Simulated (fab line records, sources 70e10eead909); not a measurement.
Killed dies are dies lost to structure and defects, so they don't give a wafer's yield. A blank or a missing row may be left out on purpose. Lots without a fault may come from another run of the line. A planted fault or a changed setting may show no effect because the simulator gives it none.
Chamber matching | flow nand_harc | NHARC_A_STAIRCASE_DEP_417 on pecvd-01: 3 sister chambers
The step deposits Si3N4, target thk 60 nm. 6 wafers are shown with their chamber, then 9 later ones without.

WAFERS WITH THEIR CHAMBER
wafer  | chamber | heater_power_w (W)
L081.1 | 2       | 721
L081.2 | 0       | 792
L081.6 | 1       | 658
L089.1 | 0       | 775
L089.5 | 2       | 655
L089.6 | 1       | 608

WAFERS WITHOUT THEIR CHAMBER
wafer  | heater_power_w (W)
L087.1 | 742
L087.3 | 711
L087.4 | 623
L090.4 | 745
L090.5 | 560
L090.6 | 722
L095.1 | 696
L095.2 | 638
L095.4 | 777

WHICH CHAMBER EACH WENT THROUGH
wafer  | from the rows above          | in truth
L087.1 | can't be placed: 0 or 2 or 1 | 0
L087.3 | can't be placed: 2 or 0 or 1 | 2
L087.4 | can't be placed: 1 or 2      | 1
L090.4 | can't be placed: 0 or 2      | 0
L090.5 | can't be placed: 1 or 2      | 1
L090.6 | can't be placed: 2 or 0 or 1 | 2
L095.1 | can't be placed: 2 or 1      | 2
L095.2 | can't be placed: 1 or 2      | 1
L095.4 | 0                            | 0
Placed correctly: 1 of 9. Can't be placed from these rows: 8 (the true chamber is among the candidates in 8). Placed wrongly: 0.
How it was worked out, from the rows above alone: a wafer's distance from a chamber is the root of the sum, over the readings, of the square of ((its reading less the chamber's mean) divided by the reading's scatter). The wafer belongs to the nearest chamber; if the next one is less than 2 further off, it can't be placed. A chamber's mean is the mean of its shown wafers. The scatter: the root of (the sum of the squares of (reading less its chamber's mean) over the shown wafers, divided by (wafers less chambers)).
